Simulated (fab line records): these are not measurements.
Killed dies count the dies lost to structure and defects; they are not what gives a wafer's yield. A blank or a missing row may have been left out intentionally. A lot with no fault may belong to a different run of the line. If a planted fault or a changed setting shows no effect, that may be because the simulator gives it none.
fab line records | flow nandHarc
record: lots: 14 | wafers: 40 | lastDay: 31
route steps=1302 shown A_WL_FILL@956 THIN_TSV@1264 END@1302
lots that met no fault: from a run of the same line without faults
startH: the number of hours between the record's first day and the start of the first shown wafer of the lot | waitH: time in hours since the lot's previous step | " identical to the entry in the row above | L1.1+2: a row that stands for several wafers | - either no value or no given start | * or withheld: withheld | < > ~ a bound
route shown NAME@n: NAME is a module with steps in the file, n the number in the route of the first one | usual: mean/standard deviation taken from wafers without a fault | same: alike in all rows | chamber/n: place in a boat | sites: readings site by site | _std_site: the standard deviation of these | _edge_site: outer sites' mean less inner sites' | radiusMm: how far each site lies from the wafer's centre | mask NAME#n: copy n | behind: the most recent tool/chamber to have shaped the wafer | hold: what put the lot on hold/how long, in hours/how the hold closed | device: the transistor (n, p or np) that didn't switch | end of line: tests of these same wafers at the route's end | step lacking rows: just its recipe | killed: dies lost to structure and defects at the first sort, not the wafer's yield | map: per-die view of a wafer (x killed, . not killed, _ where there is no die)
set.NAME: setting as actually run; set.NAME@STEP: the setting as run at that earlier step | model.NAME: the simulator's own value behind a step, which no gauge read
route steps across a sampled set of lots; one table per step, one row per wafer
services: the hour from which a tool's chamber was out of use, counted from the record's first day as startH (under 0 if before that day), plus the number of hours and why
== steps ==
step: NHARC_A_WL_FILL_CVD_03
recipe: targetThkA: 400 | tempC: 300 | pressureTorr: 40 | wf6FlowSccm: 40 | h2FlowSccm: 1600 | arFlowSccm: 1560 | timeS: 279 | material: W
usual: chamberPressureTorr: 39.99/0.08 | heaterPowerW: 472/46 | throttleValvePct: 8.03/0.22
lot.wafer | tool    | chamber | startH | waitH | chamberPressureTorr | heaterPowerW | throttleValvePct
L434.3    | cvdW-01 | 0       | 452.96 | 0.2   | 40.01               | 520          | 8.28
L434.5    | "       | 0       | "      | "     | 40.05               | 528          | 8.37
L434.6    | "       | 1       | "      | "     | 39.87               | 492          | 8.02
L436.1    | cvdW-02 | 1       | 473.62 | 0.1   | 39.90               | 412          | 7.73
L436.3    | "       | 1       | "      | "     | 39.96               | 409          | 7.92
L436.6    | "       | 1       | "      | "     | 40.07               | 411          | 7.80
L438.2    | cvdW-02 | 0       | 505.87 | 0.1   | 40.03               | 529          | 8.12
L438.4    | "       | 1       | "      | "     | 40.02               | 407          | 7.81
L438.5    | "       | 0       | "      | "     | 40.16               | 522          | 7.58
L437.1    | cvdW-01 | 0       | 506.09 | 0.1   | 40.01               | 532          | 8.30
L437.5    | "       | 1       | "      | "     | 40.08               | 493          | 8.35
L437.6    | "       | 0       | "      | "     | 40.06               | 513          | 8.30
L439.2    | cvdW-02 | 1       | 509.78 | 0.1   | 39.87               | 419          | 7.81
L439.3    | "       | 1       | "      | "     | 39.93               | 414          | 7.96
L439.5    | "       | 0       | "      | "     | 39.98               | 530          | 8.02
L442.4    | cvdW-02 | 0       | 541.43 | 0.2   | 39.99               | 502          | 7.77
L442.6    | "       | 0       | "      | "     | 40.00               | 530          | 7.99
L442.5    | "       | 1       | "      | "     | 39.98               | 404          | 7.95
L441.2    | cvdW-02 | 1       | 545.10 | 0.1   | 39.86               | 401          | 8.22
L441.1    | "       | 0       | "      | "     | 40.09               | 513          | 7.96
L441.3    | "       | 1       | "      | "     | 39.90               | 414          | 8.19
L444.2    | cvdW-02 | 1       | 563.15 | 0.1   | 40.14               | 416          | 7.79
L444.3    | "       | 1       | "      | "     | 39.97               | 412          | 8.28
L444.6    | "       | 0       | "      | "     | 39.81               | 516          | 8.03
L446.2    | cvdW-02 | 0       | 583.63 | 0.1   | 39.87               | 521          | 8.08
L446.1    | "       | 1       | "      | "     | 40.02               | 419          | 8.11
L446.6    | "       | 1       | "      | "     | 40.07               | 411          | 7.98
L448.2    | cvdW-02 | 0       | 594.80 | 0.1   | 39.93               | 514          | 7.67
L448.1    | "       | 1       | "      | "     | 39.96               | 412          | 7.89
L448.4    | "       | 0       | "      | "     | 40.00               | 511          | 7.78
L449.2    | cvdW-02 | 1       | 611.23 | 0.1   | 40.05               | 408          | 8.19
L449.3    | "       | 1       | "      | "     | 40.05               | 413          | 8.37
L449.6    | "       | 1       | "      | "     | 39.99               | 411          | 8.04
L451.1    | cvdW-02 | 0       | 615.25 | 0.1   | 39.96               | 518          | 8.15
L451.4    | "       | 0       | "      | "     | 39.99               | 514          | 7.96
L450.3    | cvdW-02 | 1       | 623.67 | 0.2   | 39.90               | 409          | 7.98
L450.6    | "       | 1       | "      | "     | 40.00               | 414          | 8.12
L450.5    | "       | 0       | "      | "     | 39.96               | 503          | 8.05
L454.3    | cvdW-02 | 0       | 654.67 | 0.2   | 40.00               | 499          | 7.97
L454.5    | "       | 0       | "      | "     | 40.00               | 501          | 7.99
step: NHARC_THIN_TSV_CD_MEAS_16
usual: cdNm: 1000.4/2.3
lot.wafer | tool     | chamber | startH | waitH | cdNm
L434.3    | cdSem-01 | -       | 539.14 | 0.1   | 999.4
L434.5    | "        | -       | "      | "     | 998.9
L434.6    | "        | -       | "      | "     | 997.2
L436.1    | cdSem-01 | -       | 553.91 | 0.1   | 1003.4
L436.3    | "        | -       | "      | "     | 1001.9
L436.6    | "        | -       | "      | "     | 997.9
L439.2    | cdSem-01 | -       | 587.80 | 0.1   | 998.0
L439.3    | "        | -       | "      | "     | 999.9
L439.5    | "        | -       | "      | "     | 997.7
L437.1    | cdSem-02 | -       | 589.01 | 0.1   | 995.1
L437.5    | "        | -       | "      | "     | 998.7
L437.6    | "        | -       | "      | "     | 1001.0
L438.2    | cdSem-02 | -       | 590.21 | 0.1   | 1001.5
L438.4    | "        | -       | "      | "     | 1002.0
L438.5    | "        | -       | "      | "     | 1006.0
L442.4    | cdSem-01 | -       | 623.82 | 0.1   | 1000.6
L442.5    | "        | -       | "      | "     | 997.4
L442.6    | "        | -       | "      | "     | 999.9
L441.1    | cdSem-03 | -       | 628.14 | 0.1   | 999.3
L441.2    | "        | -       | "      | "     | 997.4
L441.3    | "        | -       | "      | "     | 1000.3
L444.2    | cdSem-03 | -       | 644.94 | 0.1   | 1000.2
L444.3    | "        | -       | "      | "     | 1002.3
L444.6    | "        | -       | "      | "     | 996.0
L446.1    | cdSem-01 | -       | 667.87 | 0.1   | 997.2
L446.2    | "        | -       | "      | "     | 1004.7
L446.6    | "        | -       | "      | "     | 1000.6
L448.1    | cdSem-03 | -       | 672.40 | 0.1   | 999.8
L448.2    | "        | -       | "      | "     | 999.7
L448.4    | "        | -       | "      | "     | 998.2
L449.2    | cdSem-01 | -       | 695.97 | 0.1   | 1002.6
L449.3    | "        | -       | "      | "     | 1000.7
L449.6    | "        | -       | "      | "     | 998.9
L450.3    | cdSem-01 | -       | 700.07 | 0.1   | 1001.9
L450.6    | "        | -       | "      | "     | 998.2
step: NHARC_THIN_TSV_ETCHBACK_48
recipe: targetDepthA: 10285 | overEtchFrac: 0.3 | timeS: 405.17 | ionEnergyEv: 250 | c4f8FlowSccm: withheld | arFlowSccm: withheld | rfW: 600 | biasW: 300 | chemistry: C4F8/Ar
usual: oesProductAu: 0.943/0.03 | rfVppV: 547.3/2.9
lot.wafer | tool       | chamber | startH | waitH | oesProductAu | rfHoursCounterH | rfVppV
L434.3    | rieDiel-06 | 1       | 540.52 | -     | 0.914        | 2.9             | 544.0
L434.6    | "          | 2       | "      | "     | 0.915        | -               | 543.0
L434.5    | "          | 3       | "      | "     | 0.933        | -               | 548.9
L436.3    | rieDiel-07 | 2       | 555.18 | -     | 0.952        | 4.6             | 550.3
L436.1    | "          | 1       | "      | "     | 0.937        | 4.0             | 544.5
L436.6    | "          | 2       | "      | "     | 0.963        | -               | 551.1
L439.3    | rieDiel-06 | 1       | 589.06 | -     | 0.914        | 4.9             | 546.3
L439.2    | "          | 2       | "      | "     | 0.919        | 4.9             | 543.6
L439.5    | "          | 2       | "      | "     | 0.921        | -               | 542.0
L437.1    | rieDiel-06 | 0       | 590.28 | -     | 0.928        | 4.2             | 549.1
L437.5    | "          | 0       | "      | "     | 0.946        | -               | 547.7
L437.6    | "          | 1       | "      | "     | 0.901        | -               | 546.7
L438.4    | rieDiel-11 | 2       | 591.50 | -     | 0.969        | 7.1             | 548.9
L438.2    | "          | 3       | "      | "     | 0.951        | 7.1             | 549.5
L438.5    | "          | 3       | "      | "     | 0.946        | -               | 547.7
L442.4    | rieDiel-11 | 1       | 625.31 | -     | 0.961        | -               | 551.5
L442.5    | "          | 3       | "      | "     | 0.954        | -               | 548.3
L442.6    | "          | 0       | "      | "     | 0.952        | -               | 548.8
L441.3    | rieDiel-07 | 0       | 629.41 | -     | 0.899        | 8.3             | 545.9
L441.2    | "          | 1       | "      | "     | 0.917        | 8.7             | 542.1
L441.1    | "          | 3       | "      | "     | 0.910        | 9.1             | 547.3
L444.3    | rieDiel-06 | 3       | 646.23 | -     | 0.921        | 7.6             | 548.3
L444.2    | "          | 2       | "      | "     | 0.910        | 8.1             | 543.8
L444.6    | "          | 0       | "      | "     | 0.926        | -               | 550.0
L446.1    | rieDiel-07 | 0       | 669.17 | -     | 0.952        | 1.3             | 547.3
L446.2    | "          | 1       | "      | "     | 0.945        | 1.7             | 541.4
L446.6    | "          | 3       | "      | "     | 0.941        | -               | 546.9
L448.4    | rieDiel-07 | 2       | 673.68 | -     | 0.994        | 2.0             | 549.8
L448.2    | "          | 3       | "      | "     | 0.952        | 1.5             | 546.9
L448.1    | "          | 1       | "      | "     | 0.970        | 2.2             | 541.9
L449.2    | rieDiel-06 | 2       | 697.26 | -     | 0.953        | 0.5             | 543.4
L449.3    | "          | 3       | "      | "     | 0.976        | 0.4             | 549.0
L449.6    | "          | 1       | "      | "     | 0.960        | -               | 546.4
L450.3    | rieDiel-07 | 2       | 701.54 | -     | 1.003        | 3.4             | 550.1
L450.6    | "          | 0       | "      | "     | 1.003        | -               | 547.9
step: NHARC_THIN_TSV_INSPECT_40
usual: rawDefectCount: 566/100
lot.wafer | tool             | chamber | startH | waitH | rawDefectCount
L434.3    | defectInspect-02 | -       | 550.21 | 0.4   | 584
L434.5    | "                | -       | "      | "     | 446
L434.6    | "                | -       | "      | "     | 588
L436.1    | defectInspect-01 | -       | 564.66 | 0.4   | 618
L436.3    | "                | -       | "      | "     | 658
L436.6    | "                | -       | "      | "     | 672
L439.2    | defectInspect-02 | -       | 600.88 | 0.4   | 366
L439.3    | "                | -       | "      | "     | 437
L439.5    | "                | -       | "      | "     | 449
L437.1    | defectInspect-01 | -       | 600.88 | 0.4   | 479
L437.5    | "                | -       | "      | "     | 490
L437.6    | "                | -       | "      | "     | 417
L438.2    | defectInspect-02 | -       | 600.90 | 0.4   | 522
L438.4    | "                | -       | "      | "     | 555
L438.5    | "                | -       | "      | "     | 518
L442.4    | defectInspect-02 | -       | 635.68 | 0.4   | 561
L442.5    | "                | -       | "      | "     | 603
L442.6    | "                | -       | "      | "     | 590
L441.1    | defectInspect-01 | -       | 641.51 | 0.4   | 613
L441.2    | "                | -       | "      | "     | 550
L441.3    | "                | -       | "      | "     | 492
L444.2    | defectInspect-02 | -       | 654.85 | 0.4   | 591
L444.3    | "                | -       | "      | "     | 553
L444.6    | "                | -       | "      | "     | 553
L446.1    | defectInspect-01 | -       | 680.48 | 0.4   | 495
L446.2    | "                | -       | "      | "     | 433
L446.6    | "                | -       | "      | "     | 400
L448.1    | defectInspect-02 | -       | 680.48 | 0.4   | 517
L448.2    | "                | -       | "      | "     | 577
L448.4    | "                | -       | "      | "     | 567
L449.2    | defectInspect-01 | -       | 706.85 | 0.4   | 795
L449.3    | "                | -       | "      | "     | 700
L449.6    | "                | -       | "      | "     | 629
L450.3    | defectInspect-02 | -       | 711.37 | 0.4   | 574
L450.6    | "                | -       | "      | "     | 547
step: NHARC_END_SORT_01
recipe: tempC: 25
usual: killedAtArray: 52/18 | killedAtOther: 1.0/1.4 | killedAtPeriphery: 3.1/2.3 | killedDies: 56/17 | killedOpen: 3.0/1.7 | killedShort: 2.5/1.7
same: grossDies: 677
lot.wafer | tool      | chamber | startH | waitH | killedAtArray | killedAtOther | killedAtPeriphery | killedDies | killedOpen | killedShort
L451.1    | prober-01 | 0       | 709.87 | 2.5   | 675           | 0             | 2                 | 677        | 1          | 2
L451.4    | prober-01 | 0       | 712.25 | 3.4   | 674           | 0             | 3                 | 677        | 4          | 2
L450.3    | prober-02 | 0       | 719.25 | 3.1   | 49            | 2             | 7                 | 58         | 3          | 1
L450.5    | prober-02 | 0       | 720.86 | 3.7   | 670           | 1             | 6                 | 677        | 0          | 2
L450.6    | prober-02 | 0       | 721.66 | 4.0   | 41            | 2             | 3                 | 46         | 2          | 3
L454.3    | prober-01 | 0       | 747.73 | 3.1   | 676           | 0             | 1                 | 677        | 4          | 3
L454.5    | prober-01 | 0       | 749.31 | 3.7   | 676           | 0             | 1                 | 677        | 3          | 0
killed by level:class
L451.1 A_WL_FILL:areaCvd=626 A_CHANNEL_HOLE_D1:chamberFilmFlake=31 A_CONTACT:chamberFilmFlake=7 A_STAIRCASE:chamberFilmFlake=5 A_SLIT:chamberFilmFlake=3 P_CONTACT:geometricParticle:short=1 A_CHANNEL_FILL_D1:geometricParticle:short=1 A_M0:geometricParticle:open=1
L451.4 A_WL_FILL:areaCvd=633 A_CHANNEL_HOLE_D1:chamberFilmFlake=20 A_STAIRCASE:chamberFilmFlake=6 A_CONTACT:chamberFilmFlake=6 A_SLIT:chamberFilmFlake=3 P_STI:geometricParticle:open=1 P_CONTACT:geometricParticle:open=1 A_CHANNEL_FILL_D1:geometricParticle:open=1
L450.3 A_CHANNEL_HOLE_D2:chamberFilmFlake=27 A_CHANNEL_HOLE_D1:chamberFilmFlake=10 P_BONDPAD:chamberFilmFlake=5 A_CONTACT:chamberFilmFlake=3 A_M0:chamberFilmFlake=3 P_CONTACT:geometricParticle:open=1 A_ONON_D2:geometricParticle:open=1 A_CONTACT:geometricParticle:short=1
L450.5 A_WL_FILL:areaCvd=628 A_CHANNEL_HOLE_D2:chamberFilmFlake=15 A_CHANNEL_HOLE_D1:chamberFilmFlake=10 P_GATE:chamberFilmFlake=5 A_SLIT:chamberFilmFlake=5 A_M0:chamberFilmFlake=4 A_CONTACT:chamberFilmFlake=3 A_STAIRCASE:chamberFilmFlake=2
L450.6 A_CHANNEL_HOLE_D2:chamberFilmFlake=17 A_CHANNEL_HOLE_D1:chamberFilmFlake=7 A_SLIT:chamberFilmFlake=6 A_STAIRCASE:chamberFilmFlake=4 A_ONON_D2:geometricParticle:short=2 A_ZERO_WELL:chamberFilmFlake=2 THIN_TSV:chamberFilmFlake=2 P_STI:geometricParticle:short=1
L454.3 A_WL_FILL:areaCvd=603 A_SLIT:chamberFilmFlake=29 A_CHANNEL_HOLE_D2:chamberFilmFlake=20 A_CHANNEL_HOLE_D1:chamberFilmFlake=8 A_STAIRCASE:chamberFilmFlake=5 A_DECK1_JOINT:chamberFilmFlake=2 A_CONTACT:chamberFilmFlake=2 A_CHANNEL_FILL_D1:geometricParticle:open=1
L454.5 A_WL_FILL:areaCvd=612 A_CHANNEL_HOLE_D2:chamberFilmFlake=24 A_SLIT:chamberFilmFlake=19 A_CHANNEL_HOLE_D1:chamberFilmFlake=11 A_STAIRCASE:chamberFilmFlake=6 P_M0:geometricParticle:open=1 A_SOURCE_PLATE:geometricParticle:open=1 A_SGD_CUT:geometricParticle:open=1
== services ==
tool       | chamber | startH | hours | kind
rieDiel-11 | -       | 432.50 | 9.0   | pm
rieDiel-06 | 3       | 433.75 | 5.8   | repair
rieDiel-07 | 1       | 437.13 | 12.1  | repair
rieDiel-06 | 0       | 439.41 | 8.5   | repair
cvdW-02    | -       | 450.00 | 13.0  | pm
rieDiel-06 | 1       | 456.94 | 2.4   | repair
cvdW-01    | 1       | 457.51 | 6.5   | repair
rieDiel-07 | -       | 471.27 | 9.0   | pm
rieDiel-06 | 1       | 478.79 | 8.3   | repair
rieDiel-06 | -       | 484.22 | 9.0   | pm
cvdW-02    | -       | 491.93 | 0.8   | repair
rieDiel-06 | 0       | 510.99 | 9.3   | repair
rieDiel-11 | -       | 511.59 | 0.4   | repair
cvdW-01    | -       | 547.03 | 13.0  | pm
rieDiel-07 | 3       | 600.17 | 7.3   | repair
rieDiel-06 | 1       | 604.71 | 6.5   | repair
rieDiel-11 | -       | 609.50 | 9.0   | pm
rieDiel-11 | 2       | 621.97 | 5.7   | repair
cvdW-02    | -       | 631.00 | 13.0  | pm
rieDiel-07 | -       | 648.27 | 9.0   | pm
cvdW-01    | -       | 651.57 | 0.7   | repair
cvdW-02    | -       | 652.82 | 1.0   | repair
rieDiel-06 | -       | 661.22 | 9.0   | pm
rieDiel-06 | 0       | 687.96 | 4.0   | repair
== key ==
firstSign: step: NHARC_END_SORT_01 | reading: killedDies | direction: up | sigmas: 36 | usual: 56 | struck: 677
effect: step: NHARC_END_SORT_01 | reading: killedAtArray | direction: up | sigmas: 35 | usual: 52 | struck: 674
moreKillsBornAt: NHARC_A_WL_FILL_CVD_03@cvdW-02: 3102
metAt NHARC_A_WL_FILL_CVD_03
struckLots L450,L451,L454
struckWafers L450.5,L451.1,L451.4,L454.3,L454.5
laterRowsLeftOut L450.5,L451.1,L451.4,L454.3,L454.5
testerLeftOut L450,L451,L454
notActingAt NHARC_THIN_TSV_CD_MEAS_16,NHARC_THIN_TSV_ETCHBACK_48,NHARC_THIN_TSV_INSPECT_40
onsetBetween 594.80 615.25
fault: kind: processParameterDrift | tool: cvdW-02 | chamber: 0 | onsetH: 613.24 | steps: NHARC_A_WL_FILL_CVD_03 | channel: targetThkA | offset: * | shape: step | actsIn: * | stated: *
testerLeftOut: of these lots the tester's yield and bins aren't shown, on N5 and GAA mostly nor the transistor test; their killed dies are dies lost to structure and defects alone, not to doping, threshold or leakage, so they don't give the yield
laterRowsLeftOut: the simulator's readings of these wafers behind a module that went badly wrong aren't trusted and aren't shown, but for the sort
